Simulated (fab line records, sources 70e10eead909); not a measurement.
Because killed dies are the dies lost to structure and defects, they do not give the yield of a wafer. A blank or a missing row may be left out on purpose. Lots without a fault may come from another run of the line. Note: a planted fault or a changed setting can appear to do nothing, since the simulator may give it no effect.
fab line records	flow nand-harc
[record] lots = 12	wafers = 36	last-day = 27
route steps=1159 shown P_GATE@131
lots that met no fault: from a run of the same line without faults
start-h: the number of hours between the record's first day and the start of the first shown wafer of the lot	wait-h: time in hours since the lot's previous step	" the same as in the row above	L1.1+2: a row that stands for several wafers	- no value present, or no start provided	* or withheld: withheld	< > ~ a bound
route shown NAME@n: a module of which the file shows steps, and the number in the route of the first	usual: the fault-free wafers' mean and standard deviation	same: alike in all rows	chamber/n: place in a boat	sites: per-site readings	_std_site: standard deviation across them	_edge_site: mean of outer sites minus mean of inner sites	radius-mm: how far each site lies from the wafer's centre	mask NAME#n: copy n	behind: the tool/chamber that last shaped the wafer	hold: why the lot was held/for how many hours/how that ended	device: names the non-switching transistor (n, p or np)	end of line: tests run on the same wafers once the route is complete	a step with no rows: only its recipe	killed: at the first sort, the dies lost to defects and structure; wafer yield is something else	map: dies across one wafer; x = killed, . = not, _ = none there
set.NAME: the setting as run; set.NAME@STEP: as run at that earlier step	model.NAME: the simulator's own value behind a step, which no gauge read
one table for each step of the route and one row for each wafer, over a sample of lots
services: when a tool's chamber went out of use (start-h, in hours from the record's first day, below 0 if earlier), for how many hours, and the reason
[[steps]]
[step NHARC_P_GATE_HM_DEP_102]
[recipe] target-thk-a = 1200	temp-c = 400	material = aC
[usual] throttle-valve-pct = 35.000/0.0088
lot.wafer	tool	chamber	start-h	wait-h	throttle-valve-pct
L202.1	acl-dep-03	0	76.92	0.4	35.006
L202.5	"	0	"	"	35.006
L202.6	"	0	"	"	34.997
L204.1	acl-dep-03	0	96.25	0.6	34.987
L204.3	"	0	"	"	35.004
L204.4	"	0	"	"	35.019
L206.1	acl-dep-03	0	110.44	0.4	35.000
L206.4	"	0	"	"	35.007
L206.5	"	0	"	"	34.999
L207.4	acl-dep-02	0	118.07	0.8	34.994
L207.5	"	0	"	"	34.996
L207.6	"	0	"	"	34.998
L209.2	acl-dep-03	0	131.07	1.6	35.004
L209.3	"	0	"	"	35.000
L209.4	"	0	"	"	34.976
L216.2	acl-dep-03	0	168.28	2.1	35.002
L216.5	"	0	"	"	35.006
L216.6	"	0	"	"	34.984
L214.2	acl-dep-03	0	168.92	2.8	34.992
L214.4	"	0	"	"	35.005
L214.6	"	0	"	"	34.997
L215.4	acl-dep-01	0	169.13	3.0	35.008
L215.5	"	0	"	"	35.005
L215.6	"	0	"	"	35.000
L222.1	acl-dep-03	0	205.80	0.4	35.003
L222.5	"	0	"	"	34.983
L222.6	"	0	"	"	34.979
L223.1	acl-dep-03	0	216.00	2.9	34.997
L223.2	"	0	"	"	34.996
L223.6	"	0	"	"	35.006
L224.2	acl-dep-01	0	218.91	0.5	35.003
L224.5	"	0	"	"	35.001
L224.6	"	0	"	"	35.007
L225.3	acl-dep-02	0	235.60	6.6	35.016
L225.4	"	0	"	"	35.002
L225.6	"	0	"	"	34.998
[step NHARC_P_GATE_ALD_36]
[recipe] target-thk-a = 200	pulse-time-s = 60	ald-cycles = 223	temp-c = 400	material = SiNx
[usual] heater-power-outer-w = 532/75	heater-power-w = 866/100	precursor-pulse-height-rel = 1.001/0.017
[same] ald-cycles = 223
lot.wafer	tool	chamber	start-h	wait-h	heater-power-outer-w	heater-power-w	precursor-pulse-height-rel
L202.1	ald-sin-04	0	81.94	-	506	807	1.010
L202.5	"	2	84.05	-	550	912	1.001
L202.6	"	3	85.11	-	581	934	0.986
L204.4	ald-sin-02	3	99.11	-	422	698	1.012
L204.3	"	0	100.16	-	714	1085	1.004
L204.1	"	2	102.26	-	498	804	1.019
L206.4	ald-sin-02	1	113.79	-	455	783	0.991
L206.1	"	0	116.94	-	702	1099	1.017
L206.5	"	2	119.04	-	494	801	1.018
L207.4	ald-sin-03	2	123.69	-	605	946	1.011
L207.6	"	3	124.74	-	527	822	1.000
L207.5	"	0	125.78	-	597	960	1.018
L209.3	ald-sin-03	2	133.94	-	608	964	0.985
L209.4	"	3	134.99	-	514	834	0.995
L209.2	"	0	136.04	-	594	932	0.996
L214.2	ald-sin-02	3	171.77	-	427	722	0.985
L214.4	"	1	173.90	-	473	777	0.978
L214.6	"	0	177.10	-	709	1084	0.977
L216.2	ald-sin-04	2	173.68	-	550	924	0.992
L216.5	"	0	175.80	-	499	815	1.001
L216.6	"	1	176.86	-	448	753	0.970
L215.5	ald-sin-03	0	181.08	-	608	964	0.976
L215.6	"	1	182.48	-	565	983	1.009
L215.4	"	3	183.87	-	541	835	1.016
L222.1	ald-sin-02	2	209.69	-	501	822	1.006
L222.6	"	1	212.89	-	478	795	1.002
L222.5	"	2	213.96	-	490	827	0.996
L223.1	ald-sin-04	0	219.99	-	505	807	1.012
L223.2	"	1	221.05	-	463	730	1.015
L223.6	"	0	224.24	-	504	801	1.002
L224.2	ald-sin-02	0	223.81	-	704	1083	1.016
L224.6	"	2	225.90	-	515	820	1.010
L224.5	"	3	226.94	-	414	717	1.007
L225.4	ald-sin-04	0	239.24	-	502	833	0.989
L225.3	"	1	240.29	-	445	743	1.002
L225.6	"	0	243.43	-	501	813	0.998
[step NHARC_P_GATE_ETCHBACK_37]
[recipe] target-depth-a = 345	time-s = 17.2	chf3-flow-sccm = 50	o2-flow-sccm = 10	ar-flow-sccm = 200	rf-w = 500	bias-w = 200	chemistry = CHF3/O2
[usual] chf3-flow-sccm = 49.98/0.14	drypump-motor-current-A = 5.6/0.33	oes-product-au = 0.94/0.033	rf-vpp-V = 369.9/1.6	showerhead-plenum-p-Torr = 2.36/0.066	throttle-valve-pct = 20.573/0.009
lot.wafer	tool	chamber	start-h	wait-h	chf3-flow-sccm	drypump-motor-current-A	oes-product-au	rf-hours-counter-h	rf-vpp-V	showerhead-plenum-p-Torr	throttle-valve-pct
L202.1	rie-diel-04	1	-	-	49.92	5.9	0.91	29	369.5	2.40	20.560
L202.5	"	1	"	"	50.00	5.9	0.91	-	370.2	2.40	20.578
L202.6	"	2	"	"	49.93	5.6	0.92	-	371.5	2.38	20.573
L204.1	rie-diel-04	2	-	-	49.91	5.6	0.94	31	370.9	2.38	20.581
L204.4	"	3	"	"	50.24	5.0	0.94	30	371.0	2.43	20.571
L204.3	"	0	"	"	50.08	5.6	0.93	31	368.5	2.27	20.565
L206.4	rie-diel-11	1	-	-	49.89	5.7	0.99	41	372.9	2.45	20.575
L206.1	"	2	"	"	49.65	5.8	0.99	39	371.0	2.37	20.565
L206.5	"	3	"	"	49.90	5.7	1.00	-	369.5	2.37	20.566
L207.4	rie-diel-11	2	-	-	50.06	5.8	0.93	40	370.1	2.37	20.570
L207.5	"	3	"	"	50.07	5.7	0.92	-	369.0	2.37	20.569
L207.6	"	0	"	"	49.91	5.5	0.93	-	367.9	2.28	20.577
L209.2	rie-diel-11	1	-	-	49.89	5.7	0.92	46	370.6	2.45	20.566
L209.4	"	3	"	"	50.00	5.7	0.93	43	369.5	2.37	20.566
L209.3	"	0	"	"	49.96	5.5	0.93	44	369.1	2.28	20.584
L216.2	rie-diel-04	2	-	-	49.83	5.6	0.93	11	370.1	2.38	20.565
L216.6	"	1	"	"	49.93	5.9	0.93	-	369.9	2.39	20.568
L216.5	"	2	"	"	49.83	5.6	0.93	-	369.6	2.38	20.578
L214.2	rie-diel-04	2	-	-	50.15	5.6	0.93	11	369.7	2.38	20.554
L214.4	"	3	"	"	50.09	5.0	0.92	13	371.6	2.42	20.586
L214.6	"	1	"	"	49.88	5.9	0.92	-	369.6	2.39	20.576
L215.4	rie-diel-13	2	-	-	49.88	5.7	1.00	27	368.2	2.28	20.580
L215.5	"	3	"	"	50.32	6.5	0.99	-	365.9	2.23	20.551
L215.6	"	0	"	"	50.03	5.5	0.99	-	372.0	2.46	20.572
L222.1	rie-diel-13	2	-	-	49.71	5.7	0.92	38	366.2	2.27	20.572
L222.5	"	2	"	"	50.09	5.7	0.93	-	366.8	2.27	20.575
L222.6	"	3	"	"	49.72	6.5	0.92	-	367.1	2.23	20.580
L223.2	rie-diel-04	2	-	-	50.36	5.7	0.93	19	370.5	2.38	20.559
L223.1	"	3	"	"	50.14	4.9	0.93	20	370.2	2.42	20.563
L223.6	"	0	"	"	49.75	5.6	0.92	-	368.0	2.26	20.590
L224.2	rie-diel-11	2	-	-	50.00	5.7	0.93	12	369.2	2.36	20.568
L224.6	"	1	"	"	49.87	5.7	0.94	-	372.4	2.44	20.580
L224.5	"	2	"	"	50.21	5.7	0.93	-	371.7	2.36	20.566
L225.3	rie-diel-04	3	-	-	50.11	4.9	0.92	21	371.2	2.42	20.574
L225.4	"	1	"	"	49.90	5.9	0.93	19	371.6	2.39	20.572
L225.6	"	2	"	"	50.03	5.7	0.92	-	369.9	2.38	20.572
[step NHARC_P_GATE_STRIP_101]
[recipe] time-s = 20	o2-flow-sccm = 500	ar-flow-sccm = 0	bias-w = 0	chemistry = O2
[usual] bias-w = 0/0	chamber-pressure-mTorr = 60.00/0.054	drypump-motor-current-A = 5.6/0.34	oes-product-au = 1.001/0.0077	rf-vpp-V = 57.7/0.88	showerhead-plenum-p-Torr = 3.47/0.093	throttle-valve-pct = 17.038/0.0084
lot.wafer	tool	chamber	start-h	wait-h	bias-w	chamber-pressure-mTorr	drypump-motor-current-A	oes-product-au	rf-hours-counter-h	rf-vpp-V	showerhead-plenum-p-Torr	throttle-valve-pct
L202.1	rie-diel-04	3	89.43	0.1	0	59.96	4.9	0.996	27	57.0	3.57	17.044
L202.6	"	3	"	"	0	59.99	4.9	1.003	-	58.8	3.57	17.044
L202.5	"	0	"	"	0	59.99	5.6	0.987	-	58.0	3.34	17.046
L204.3	rie-diel-04	3	108.73	0.1	0	59.97	5.0	1.002	30	59.4	3.56	17.049
L204.4	"	0	"	"	0	60.09	5.6	0.998	31	57.0	3.34	17.031
L204.1	"	1	"	"	0	60.07	5.9	1.000	33	57.6	3.53	17.030
L206.4	rie-diel-11	2	123.36	0.1	0	60.04	5.8	0.994	39	57.1	3.49	17.035
L206.1	"	1	"	"	0	60.11	5.7	1.001	41	57.9	3.60	17.044
L206.5	"	3	"	"	0	60.00	5.8	0.997	-	58.7	3.48	17.036
L207.4	rie-diel-11	2	131.52	1.5	0	60.01	5.8	1.013	41	59.3	3.49	17.044
L207.5	"	0	"	"	0	59.94	5.5	1.013	-	57.5	3.35	17.042
L207.6	"	1	"	"	0	60.02	5.7	1.011	-	59.1	3.59	17.033
L209.2	rie-diel-11	2	143.51	0.1	0	59.91	5.8	0.998	44	56.7	3.49	17.046
L209.3	"	3	"	"	0	60.01	5.7	0.997	43	58.6	3.48	17.043
L209.4	"	0	"	"	0	60.04	5.5	1.012	44	57.6	3.35	17.042
L216.2	rie-diel-04	3	181.19	0.1	-	-	-	-	-	-	-	-
L216.5	"	0	"	"	-	-	-	-	-	-	-	-
L216.6	"	1	"	"	-	-	-	-	-	-	-	-
L214.4	rie-diel-04	2	181.43	0.1	-	-	-	-	-	-	-	-
L214.2	"	1	"	"	-	-	-	-	-	-	-	-
L214.6	"	2	"	"	-	-	-	-	-	-	-	-
L215.4	rie-diel-13	0	188.54	0.1	-	-	-	-	-	-	-	-
L215.5	"	0	"	"	-	-	-	-	-	-	-	-
L215.6	"	1	"	"	-	-	-	-	-	-	-	-
L222.1	rie-diel-13	2	219.81	1.6	0	60.09	5.7	0.993	40	57.4	3.34	17.055
L222.6	"	0	"	"	0	60.04	5.5	0.989	-	58.3	3.60	17.035
L222.5	"	1	"	"	0	60.06	5.4	0.994	-	57.1	3.46	17.041
L223.2	rie-diel-04	3	228.57	0.1	0	59.93	4.9	1.007	20	58.2	3.55	17.052
L223.1	"	1	"	"	0	59.91	5.9	0.999	18	57.2	3.51	17.037
L223.6	"	2	"	"	0	59.99	5.6	1.021	-	58.4	3.49	17.042
L224.2	rie-diel-11	1	231.26	0.1	0	59.92	5.7	1.004	12	57.6	3.58	17.033
L224.6	"	0	"	"	0	60.04	5.5	1.000	-	56.6	3.34	17.047
L224.5	"	1	"	"	0	60.01	5.7	1.019	-	57.4	3.58	17.038
L225.4	rie-diel-04	0	247.74	0.1	0	59.99	5.6	1.006	22	57.3	3.33	17.039
L225.3	"	1	"	"	0	60.04	5.9	1.008	19	56.9	3.51	17.031
L225.6	"	1	"	"	0	59.99	5.9	0.995	-	58.2	3.51	17.040
[[services]]
tool	chamber	start-h	hours	kind
ald-sin-04	-	62.91	10.0	pm
rie-diel-04	0	66.41	-	clean
rie-diel-04	1	66.41	-	clean
rie-diel-04	2	66.41	-	clean
rie-diel-04	3	66.41	-	clean
rie-diel-04	0	90.91	-	clean
rie-diel-04	1	90.91	-	clean
rie-diel-04	2	90.91	-	clean
rie-diel-04	3	90.91	-	clean
rie-diel-13	-	99.20	9.0	pm
rie-diel-04	-	111.98	9.0	pm
rie-diel-04	0	111.98	9.0	vent-cycle
acl-dep-01	-	113.77	13.0	pm
rie-diel-11	0	136.05	3.2	repair
rie-diel-04	1	137.93	4.7	repair
ald-sin-04	1	165.04	1.7	repair
acl-dep-02	-	168.16	13.0	pm
rie-diel-11	-	189.65	9.0	pm
rie-diel-04	-	191.45	2.7	repair
ald-sin-03	1	208.44	18.4	repair
acl-dep-03	-	223.87	13.0	pm
rie-diel-13	2	225.68	4.4	repair
rie-diel-04	2	233.99	2.6	repair
rie-diel-11	1	241.89	9.1	repair
[[key]]
[first-sign] step = NHARC_P_GATE_STRIP_101	reading = tool-record	direction = missing
effect none on later readings
met-at NHARC_P_GATE_STRIP_101
struck-lots L214,L215,L216
tester-left-out L214,L215,L216
not-acting-at NHARC_P_GATE_HM_DEP_102,NHARC_P_GATE_ALD_36,NHARC_P_GATE_ETCHBACK_37
onset-between 108.73 181.19
[fault] kind = skipped-step-whole	tool = rie-diel-04,rie-diel-13	chamber = -	onset-h = 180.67	steps = NHARC_P_GATE_STRIP_101	scope = struck-lots-only
// tester-left-out: of these lots the tester's yield and bins aren't shown, on N5 and GAA mostly nor the transistor test; their killed dies are dies lost to structure and defects alone, not to doping, threshold or leakage, so they don't give the yield
